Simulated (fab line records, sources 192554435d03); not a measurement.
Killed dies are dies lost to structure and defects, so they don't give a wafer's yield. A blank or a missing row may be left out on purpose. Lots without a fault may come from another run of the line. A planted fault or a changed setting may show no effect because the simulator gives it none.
Chamber matching | flow n5_finfet | N5_PASSIVATION_VIA_ETCH_13 on rie_diel-03: 4 sister chambers
The step etches SiO2 in CHF3/O2, target depth 660 nm, time 330 s. 4 wafers are shown with their chamber, then 7 later ones without.

WAFERS WITH THEIR CHAMBER
wafer  | chamber | throttle_valve_pct (%)
L590.3 | 1       | 19.04
L590.5 | 0       | 18.39
L589.1 | 3       | 18.80
L589.2 | 2       | 18.75

WAFERS WITHOUT THEIR CHAMBER
wafer  | throttle_valve_pct (%)
L589.6 | 18.78
L598.1 | 18.79
L598.5 | 18.79
L598.6 | 18.60
L597.2 | 18.77
L597.4 | 18.83
L597.5 | 18.62

WHICH CHAMBER EACH WENT THROUGH
wafer  | from the rows above          | in truth
L589.6 | can't be placed: 3 or 2      | 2
L598.1 | can't be placed: 3 or 2      | 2
L598.5 | can't be placed: 3 or 2      | 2
L598.6 | can't be placed: 2 or 3 or 0 | 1
L597.2 | can't be placed: 2 or 3      | 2
L597.4 | can't be placed: 3 or 2      | 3
L597.5 | can't be placed: 2 or 3 or 0 | 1
Placed correctly: 0 of 7. Can't be placed from these rows: 7 (the true chamber is among the candidates in 5). Placed wrongly: 0.
How it was worked out, from the rows above alone: a wafer's distance from a chamber is the root of the sum, over the readings, of the square of ((its reading less the chamber's mean) divided by the reading's scatter). The wafer belongs to the nearest chamber; if the next one is less than 2 further off, it can't be placed. A chamber's mean is the mean of its shown wafers. The scatter: with one shown wafer a chamber, the root of the mean of the squares of how far each hidden wafer lies from its nearest shown one.
